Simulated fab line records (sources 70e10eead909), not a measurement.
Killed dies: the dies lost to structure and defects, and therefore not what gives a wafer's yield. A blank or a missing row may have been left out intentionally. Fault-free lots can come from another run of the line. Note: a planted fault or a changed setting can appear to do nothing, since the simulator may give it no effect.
What tool caused it? -- flow nand-harc -- Sampling: 24 lots, 72 wafers, 6 of 1159 route steps

## WHAT EACH GAUGE READ, for each wafer
Not one reading of a measure or inspect step in the record can be checked against a usual standard deviation.

## EACH LOT AND THE TOOL THAT RAN IT (in order: tool; ch and the chambers of the sampled wafers; start)
lot,NHARC_P_M2_STRIP_18,NHARC_P_M2_PRE_CLEAN_32,NHARC_P_BONDPAD_DEP_00,NHARC_P_BONDPAD_CMP_32,NHARC_P_BONDPAD_ETCH_37,NHARC_P_BONDPAD_PVD_17
L076,"rie-diel-03 ch 1,2, day 6 15:13","pecvd-03 ch 0, day 6 17:31","pecvd-03 ch 0, day 6 18:45","cmp-02 ch 0,1,3, day 6 19:37","rie-diel-02 ch 0,1, day 6 20:35","pvd-sputter-03, no start"
L075,"rie-diel-03 ch 1,2, day 6 16:08","pecvd-01 ch 0,1,2, day 6 18:25","pecvd-04 ch 0,1, day 6 18:57","cmp-04 ch 0,1,2, day 6 19:20","rie-diel-02 ch 1,2,3, day 6 20:26","pvd-sputter-02, no start"
L074,"rie-diel-05 ch 0,2,3, day 6 16:29","pecvd-01 ch 0,1, day 6 18:45","pecvd-04 ch 0,1, day 6 19:15","cmp-03 ch 0,2,3, day 6 19:39","rie-diel-04 ch 0,1,2, day 6 20:38","pvd-sputter-02, no start"
L077,"rie-diel-05 ch 0,1,2, day 7 01:47","pecvd-03 ch 1,2, day 7 04:03","pecvd-03 ch 0,1,2, day 7 04:56 or earlier","cmp-02 ch 1,2,3, day 7 04:56","rie-diel-04 ch 0,1,2, day 7 06:04","pvd-sputter-03, no start"
L078,"rie-diel-05 ch 0,1, day 7 02:07","pecvd-01 ch 0,2, day 7 04:21","pecvd-01 ch 0,2, day 7 05:15 or earlier","cmp-04 ch 1,2, day 7 05:15","rie-diel-11 ch 1,3, day 7 06:21","pvd-sputter-01, no start"
L079,"rie-diel-05 ch 1,3, day 7 09:28","pecvd-01 ch 1,2, day 7 11:46","pecvd-03 ch 0,1,2, day 7 12:19","cmp-02 ch 0,3, day 7 12:41","rie-diel-04 ch 1,2, day 7 13:40","pvd-sputter-02, no start"
L080,"rie-diel-05 ch 1,2, day 7 16:18","pecvd-01 ch 0,2, day 7 18:38","pecvd-03 ch 1,2, day 7 19:07","cmp-02 ch 0,1,3, day 7 19:36","rie-diel-11 ch 0,3, day 7 20:38","pvd-sputter-02, no start"
L081,"rie-diel-03 ch 0,2,3, day 8 02:43","pecvd-03 ch 0,1, day 8 05:01","pecvd-04 ch 1,2, day 8 05:34","cmp-04 ch 0,1,3, day 8 05:56","rie-diel-04 ch 1,2,3, day 8 06:55","pvd-sputter-01, no start"
L083,"rie-diel-03 ch 0,1,3, day 8 12:17","pecvd-03 ch 1,2, day 8 15:11","pecvd-01 ch 0,1, day 8 15:44","cmp-04 ch 0,2, day 8 16:06","rie-diel-04 ch 0,2, day 8 17:05","pvd-sputter-02, no start"
L082,"rie-diel-05 ch 0,2,3, day 8 12:57","pecvd-03 ch 0,2, day 8 15:49","pecvd-01 ch 0,1,2, day 8 16:20","cmp-02 ch 1,2,3, day 8 16:42","rie-diel-04 ch 0,1, day 8 17:49","pvd-sputter-02, no start"
L084,"rie-diel-05 ch 0,1,2, day 8 21:55","pecvd-01 ch 0,1,2, day 9 00:30","pecvd-01 ch 0,1,2, day 9 01:23 or earlier","cmp-03 ch 0,2,3, day 9 01:23","rie-diel-02 ch 1,2,3, day 9 02:31","pvd-sputter-02, no start"
L086,"rie-diel-12 ch 0,1,2, day 9 09:01","pecvd-03 ch 0,1,2, day 9 11:31","pecvd-03 ch 1,2, day 9 12:32 or earlier","cmp-03 ch 0,1,3, day 9 12:32","rie-diel-04 ch 0,1,3, day 9 13:39","pvd-sputter-01, no start"
L087,"rie-diel-05 ch 0,3, day 9 09:20","pecvd-03 ch 1,2, day 9 12:34","pecvd-03 ch 0,1,2, day 9 13:26 or earlier","cmp-03 ch 0,2,3, day 9 13:26","rie-diel-04 ch 0,3, day 9 14:33","pvd-sputter-02, no start"
L085,"rie-diel-05 ch 0,1,3, day 9 12:02","pecvd-03 ch 0,1, day 9 14:47","pecvd-03 ch 0,1, day 9 15:43 or earlier","cmp-04 ch 0,2,3, day 9 15:43","rie-diel-04 ch 0,3, day 9 16:46","pvd-sputter-01, no start"
L089,"rie-diel-05 ch 2,3, day 10 07:05","pecvd-03 ch 0,2, day 10 09:28","pecvd-01 ch 1,2, day 10 10:13","cmp-02 ch 0,3, day 10 10:36","rie-diel-11 ch 0,3, day 10 11:44","pvd-sputter-01, no start"
L090,"rie-diel-03 ch 0,1,2, day 10 09:43","pecvd-03 ch 0,1,2, day 10 11:59","pecvd-01 ch 0,1, day 10 12:29","cmp-03 ch 0,1, day 10 12:53","rie-diel-11 ch 2,3, day 10 13:54","pvd-sputter-02, no start"
L088,"rie-diel-05 ch 0,2,3, day 10 11:20","pecvd-04 ch 0,1,2, day 10 13:50","pecvd-03 ch 0,1,2, day 10 14:19","cmp-04 ch 0,1,3, day 10 14:43","rie-diel-04 ch 0,2,3, day 10 15:50","pvd-sputter-03, no start"
L091,"rie-diel-05 ch 0,2, day 10 11:56","pecvd-03 ch 0,1,2, day 10 14:53","pecvd-04 ch 1,2, day 10 15:26","cmp-04 ch 1,2,3, day 10 15:52","rie-diel-11 ch 0,3, day 10 16:56","pvd-sputter-03, no start"
L092,"rie-diel-05 ch 0,2,3, day 10 21:07","pecvd-03 ch 0,2, day 10 23:23","pecvd-04 ch 0,1,2, day 10 23:52","cmp-03 ch 0,2, day 11 00:17","rie-diel-04 ch 0,2,3, day 11 01:25","pvd-sputter-01, no start"
L093,"rie-diel-05 ch 1,2, day 10 21:32","pecvd-03 ch 0,2, day 10 23:48","pecvd-03 ch 0,1,2, day 11 00:42 or earlier","cmp-04 ch 0,1,2, day 11 00:42","rie-diel-11 ch 0,2, day 11 01:41","pvd-sputter-02, no start"
L094,"rie-diel-05 ch 0,2,3, day 11 00:39","pecvd-03 ch 0,2, day 11 02:56","pecvd-03 ch 0,1, day 11 03:50 or earlier","cmp-02 ch 0,1,3, day 11 03:50","rie-diel-04 ch 0,2,3, day 11 04:59","pvd-sputter-01, no start"
L095,"rie-diel-05 ch 0,1, day 11 07:36","pecvd-03 ch 0,1,2, day 11 09:59","pecvd-03 ch 0,1,2, day 11 10:54 or earlier","cmp-02 ch 0,2,3, day 11 10:54","rie-diel-04 ch 0,2, day 11 11:52","pvd-sputter-02, no start"
L096,"rie-diel-05 ch 0,1, day 11 14:16","pecvd-03 ch 0,1,2, day 11 18:29","pecvd-03 ch 0,1, day 11 19:22 or earlier","cmp-02 ch 2,3, day 11 19:22","rie-diel-02 ch 0,3, day 11 20:33","pvd-sputter-02, no start"
L097,"rie-diel-05 ch 0,3, day 11 19:29","pecvd-03 ch 0,1, day 11 21:45","pecvd-04 ch 1,2, day 11 22:14","cmp-04 ch 1,2, day 11 22:40","rie-diel-11 ch 1,3, day 11 23:45","pvd-sputter-02, no start"
- NHARC_P_M2_STRIP_18: strips in N2/H2.
- NHARC_P_M2_PRE_CLEAN_32: time 12 s.
- NHARC_P_BONDPAD_DEP_00: deposits SiCN, target thk 250 nm.
- NHARC_P_BONDPAD_CMP_32: polishes SiCN, target thk 200 nm.
- NHARC_P_BONDPAD_ETCH_37: etches the open film in N2/H2, target depth 60 nm, overetch 18 nm, time 65.91 s.
- NHARC_P_BONDPAD_PVD_17: deposits TaN, target thk 5 nm, time 8.06 s.

## WHAT THE TOOLS THEMSELVES READ (means of the sampled wafers that have a number; where no wafer has one, the mark that the record gives instead)
NHARC_P_M2_STRIP_18.
lot,tool,drypump-motor-current-A (A),oes-product-au (a.u.),rf-vpp-V (V),showerhead-plenum-p-Torr (Torr),throttle-valve-pct (%)
L076,rie-diel-03,5.43,0.989,89.7,2.03,14.178
L075,rie-diel-03,5.42,0.992,90.1,2.03,14.179
L074,rie-diel-05,5.62,1.006,91.0,2.01,14.169
L077,rie-diel-05,5.62,1.008,90.7,1.96,14.163
L078,rie-diel-05,5.64,1.016,90.9,2.02,14.169
L079,rie-diel-05,5.39,1.025,90.9,1.94,14.163
L080,rie-diel-05,5.63,1.021,90.0,1.91,14.168
L081,rie-diel-03,5.54,0.999,90.9,2.05,14.173
L083,rie-diel-03,5.36,0.995,91.5,2.00,14.175
L082,rie-diel-05,5.59,0.990,91.5,2.01,14.168
L084,rie-diel-05,5.63,0.995,90.7,1.96,14.183
L086,rie-diel-12,5.82,0.997,90.4,2.02,14.177
L087,rie-diel-05,5.57,0.985,90.7,2.06,14.170
L085,rie-diel-05,5.47,0.982,90.6,2.00,14.178
L089,rie-diel-05,5.62,1.005,90.0,1.95,14.164
L090,rie-diel-03,5.59,0.986,90.0,2.05,14.163
L088,rie-diel-05,5.60,0.984,90.3,2.01,14.170
L091,rie-diel-05,5.74,0.990,89.7,1.97,14.177
L092,rie-diel-05,5.60,0.992,89.9,2.01,14.177
L093,rie-diel-05,5.51,0.985,90.2,1.90,14.170
L094,rie-diel-05,5.60,0.990,90.3,2.01,14.171
L095,rie-diel-05,5.52,0.976,90.2,1.96,14.174
L096,rie-diel-05,5.52,0.977,90.6,1.96,14.167
L097,rie-diel-05,5.50,0.991,90.5,2.05,14.182

NHARC_P_M2_PRE_CLEAN_32.
lot,tool,heater-power-w (W)
L076,pecvd-03,688
L075,pecvd-01,558
L074,pecvd-01,611
L077,pecvd-03,654
L078,pecvd-01,633
L079,pecvd-01,465
L080,pecvd-01,633
L081,pecvd-03,650
L083,pecvd-03,645
L082,pecvd-03,713
L084,pecvd-01,574
L086,pecvd-03,600
L087,pecvd-03,674
L085,pecvd-03,686
L089,pecvd-03,628
L090,pecvd-03,605
L088,pecvd-04,711
L091,pecvd-03,654
L092,pecvd-03,662
L093,pecvd-03,704
L094,pecvd-03,659
L095,pecvd-03,647
L096,pecvd-03,628
L097,pecvd-03,626

NHARC_P_BONDPAD_DEP_00.
lot,tool,heater-power-w (W)
L076,pecvd-03,668
L075,pecvd-04,763
L074,pecvd-04,719
L077,pecvd-03,590
L078,pecvd-01,509
L079,pecvd-03,570
L080,pecvd-03,542
L081,pecvd-04,663
L083,pecvd-01,565
L082,pecvd-01,525
L084,pecvd-01,516
L086,pecvd-03,601
L087,pecvd-03,616
L085,pecvd-03,568
L089,pecvd-01,464
L090,pecvd-01,564
L088,pecvd-03,584
L091,pecvd-04,648
L092,pecvd-04,659
L093,pecvd-03,591
L094,pecvd-03,533
L095,pecvd-03,580
L096,pecvd-03,603
L097,pecvd-04,591

NHARC_P_BONDPAD_CMP_32.
lot,tool,motor-current-A (A)
L076,cmp-02,11.7
L075,cmp-04,11.5
L074,cmp-03,12.4
L077,cmp-02,11.9
L078,cmp-04,12.1
L079,cmp-02,11.7
L080,cmp-02,12.5
L081,cmp-04,12.7
L083,cmp-04,10.5
L082,cmp-02,11.9
L084,cmp-03,12.2
L086,cmp-03,12.3
L087,cmp-03,11.9
L085,cmp-04,12.0
L089,cmp-02,11.4
L090,cmp-03,12.3
L088,cmp-04,13.1
L091,cmp-04,12.4
L092,cmp-03,11.8
L093,cmp-04,12.0
L094,cmp-02,11.8
L095,cmp-02,12.0
L096,cmp-02,11.4
L097,cmp-04,11.9

NHARC_P_BONDPAD_ETCH_37.
lot,tool,drypump-motor-current-A (A),oes-product-au (a.u.),rf-vpp-V (V),showerhead-plenum-p-Torr (Torr),throttle-valve-pct (%)
L076,rie-diel-02,5.4,0.987,428.3,1.99,14.174
L075,rie-diel-02,6.2,0.982,429.4,1.99,14.163
L074,rie-diel-04,5.6,0.997,430.6,2.06,14.175
L077,rie-diel-04,5.7,0.996,430.3,2.06,14.163
L078,rie-diel-11,5.8,1.002,431.1,2.09,14.168
L079,rie-diel-04,5.6,0.997,429.9,1.99,14.164
L080,rie-diel-11,6.0,1.003,429.0,1.99,14.168
L081,rie-diel-04,5.7,0.989,428.5,2.00,14.169
L083,rie-diel-04,5.6,1.010,432.9,2.12,14.172
L082,rie-diel-04,5.7,1.002,430.0,1.99,14.181
L084,rie-diel-02,6.2,0.988,428.8,1.99,14.175
L086,rie-diel-04,5.7,1.001,429.5,2.00,14.173
L087,rie-diel-04,5.8,0.999,430.6,2.06,14.187
L085,rie-diel-04,5.8,0.997,428.2,2.00,14.168
L089,rie-diel-11,6.1,1.009,428.2,1.96,14.169
L090,rie-diel-11,6.3,1.001,428.8,1.98,14.174
L088,rie-diel-04,5.7,1.006,430.9,2.06,14.173
L091,rie-diel-11,6.0,1.008,428.3,1.98,14.170
L092,rie-diel-04,5.7,1.001,430.8,2.06,14.175
L093,rie-diel-11,6.2,1.014,428.7,1.95,14.167
L094,rie-diel-04,5.7,0.998,431.4,2.06,14.167
L095,rie-diel-04,5.6,1.009,433.3,2.12,14.186
L096,rie-diel-02,5.8,0.985,433.4,2.14,14.175
L097,rie-diel-11,5.9,0.995,430.8,2.03,14.178

NHARC_P_BONDPAD_PVD_17.
lot,tool,cathode-dc-power-W (W),throttle-valve-pct (%)
L076,pvd-sputter-03,15001,28.5
L075,pvd-sputter-02,15000,30.3
L074,pvd-sputter-02,14997,30.7
L077,pvd-sputter-03,14997,29.1
L078,pvd-sputter-01,14999,30.6
L079,pvd-sputter-02,14998,30.5
L080,pvd-sputter-02,14999,30.7
L081,pvd-sputter-01,14999,30.3
L083,pvd-sputter-02,15002,30.4
L082,pvd-sputter-02,15002,30.5
L084,pvd-sputter-02,15000,30.5
L086,pvd-sputter-01,15001,30.5
L087,pvd-sputter-02,15002,30.9
L085,pvd-sputter-01,15001,29.9
L089,pvd-sputter-01,15000,30.2
L090,pvd-sputter-02,15002,30.3
L088,pvd-sputter-03,15001,28.4
L091,pvd-sputter-03,15000,29.6
L092,pvd-sputter-01,15001,30.5
L093,pvd-sputter-02,15001,30.2
L094,pvd-sputter-01,15002,30.3
L095,pvd-sputter-02,15000,30.2
L096,pvd-sputter-02,15003,30.4
L097,pvd-sputter-02,14998,30.3

## THE ANSWER, worked out from the rows above alone
Rule: usual is defined by the lots themselves. Put in order of their means at a reading, lots are off if they are a third of the lots or fewer, leave a main group of 4 or more, and stand apart from it by a gap of 3 or more times the standard deviation of the main group's means; of several such gaps the widest counts. If all means in a main group match to the digits the tables above print for the reading, that group is not used. A lot without any number at a reading at which 4 lots or more have one is off too. All remaining lots with rows at the step are treated as sound. Order of review: gauges by route order, followed by the tools' own readings, for which a lot's mean as printed above is used. The first step at which some lot is off is used, and at that step the reading that is off furthest; a lot without a number counts as furthest.
No lot is off at any reading shown: from this, nothing can be told.

## WHAT THE SIMULATOR PUT IN
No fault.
